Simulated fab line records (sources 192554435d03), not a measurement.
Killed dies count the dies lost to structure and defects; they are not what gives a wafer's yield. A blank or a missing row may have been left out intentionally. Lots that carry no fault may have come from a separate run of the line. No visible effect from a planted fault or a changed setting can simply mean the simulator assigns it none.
Chamber matching / flow n5Finfet / 4 sister chambers for N5_BEOL_M3_ALD_98 on aldSin-01
The step deposits SiO2, target thk 2.5 nm, pulse time 1 s, co reactant pulse time 1 s. 22 wafers are shown with their chamber, then 11 later ones without.

WAFERS PAIRED WITH THEIR CHAMBERS
wafer=L080.1; chamber=2; heaterPowerW (W)=90; precursorPulseHeightRel=1.013
wafer=L080.2; chamber=0; heaterPowerW (W)=94; precursorPulseHeightRel=1.022
wafer=L080.3; chamber=3; heaterPowerW (W)=68; precursorPulseHeightRel=1.008
wafer=L081.2; chamber=3; heaterPowerW (W)=70; precursorPulseHeightRel=1.010
wafer=L081.4; chamber=2; heaterPowerW (W)=90; precursorPulseHeightRel=0.957
wafer=L081.6; chamber=3; heaterPowerW (W)=70; precursorPulseHeightRel=1.052
wafer=L083.1; chamber=3; heaterPowerW (W)=69; precursorPulseHeightRel=1.003
wafer=L083.3; chamber=0; heaterPowerW (W)=95; precursorPulseHeightRel=0.984
wafer=L083.6; chamber=1; heaterPowerW (W)=84; precursorPulseHeightRel=0.984
wafer=L084.1; chamber=2; heaterPowerW (W)=91; precursorPulseHeightRel=1.020
wafer=L084.2; chamber=0; heaterPowerW (W)=96; precursorPulseHeightRel=1.003
wafer=L084.5; chamber=2; heaterPowerW (W)=89; precursorPulseHeightRel=0.997
wafer=L086.2; chamber=3; heaterPowerW (W)=68; precursorPulseHeightRel=1.000
wafer=L086.4; chamber=0; heaterPowerW (W)=96; precursorPulseHeightRel=0.966
wafer=L086.6; chamber=3; heaterPowerW (W)=69; precursorPulseHeightRel=1.016
wafer=L087.1; chamber=2; heaterPowerW (W)=89; precursorPulseHeightRel=1.007
wafer=L087.2; chamber=3; heaterPowerW (W)=69; precursorPulseHeightRel=1.038
wafer=L087.3; chamber=1; heaterPowerW (W)=84; precursorPulseHeightRel=1.004
wafer=L091.3; chamber=0; heaterPowerW (W)=94; precursorPulseHeightRel=1.037
wafer=L091.4; chamber=1; heaterPowerW (W)=83; precursorPulseHeightRel=1.032
wafer=L091.6; chamber=3; heaterPowerW (W)=70; precursorPulseHeightRel=1.008
wafer=L090.2; chamber=0; heaterPowerW (W)=93; precursorPulseHeightRel=1.055

SIGNATURES (averages over the wafers above)
reading=heaterPowerW; chamber 0=94.67; chamber 1=83.67; chamber 2=89.80; chamber 3=69.12; scatter within a chamber=0.933
reading=precursorPulseHeightRel; chamber 0=1.01117; chamber 1=1.00667; chamber 2=0.99880; chamber 3=1.01687; scatter within a chamber=0.0253
Rule: distance of a wafer from a chamber = root of the sum over the readings of ((wafer's reading minus chamber's mean) / reading's scatter) squared. If the next closest chamber is less than 2 further off than the closest, the wafer can't be placed; otherwise it belongs to the closest. The scatter: take each reading less its chamber's mean, square it, sum over the shown wafers, divide by the number of wafers less the number of chambers, and take the root.

WAFERS WHOSE CHAMBER IS MISSING
wafer=L090.3; heaterPowerW (W)=68; precursorPulseHeightRel=1.003
wafer=L090.5; heaterPowerW (W)=83; precursorPulseHeightRel=0.994
wafer=L092.2; heaterPowerW (W)=69; precursorPulseHeightRel=1.011
wafer=L092.4; heaterPowerW (W)=70; precursorPulseHeightRel=1.032
wafer=L092.6; heaterPowerW (W)=96; precursorPulseHeightRel=1.010
wafer=L096.2; heaterPowerW (W)=84; precursorPulseHeightRel=1.007
wafer=L096.3; heaterPowerW (W)=95; precursorPulseHeightRel=1.036
wafer=L096.5; heaterPowerW (W)=85; precursorPulseHeightRel=1.025
wafer=L097.2; heaterPowerW (W)=69; precursorPulseHeightRel=0.973
wafer=L097.4; heaterPowerW (W)=94; precursorPulseHeightRel=0.979
wafer=L097.5; heaterPowerW (W)=84; precursorPulseHeightRel=0.991

EACH ONE'S CHAMBER
wafer=L090.3; from the rows above=3; in truth=3
wafer=L090.5; from the rows above=1; in truth=1
wafer=L092.2; from the rows above=3; in truth=3
wafer=L092.4; from the rows above=3; in truth=3
wafer=L092.6; from the rows above=0; in truth=0
wafer=L096.2; from the rows above=1; in truth=1
wafer=L096.3; from the rows above=0; in truth=0
wafer=L096.5; from the rows above=1; in truth=1
wafer=L097.2; from the rows above=3; in truth=3
wafer=L097.4; from the rows above=0; in truth=0
wafer=L097.5; from the rows above=1; in truth=1
Correct placement for 11 of the 11. Not placeable from these rows: 0. Wrongly placed: 0.
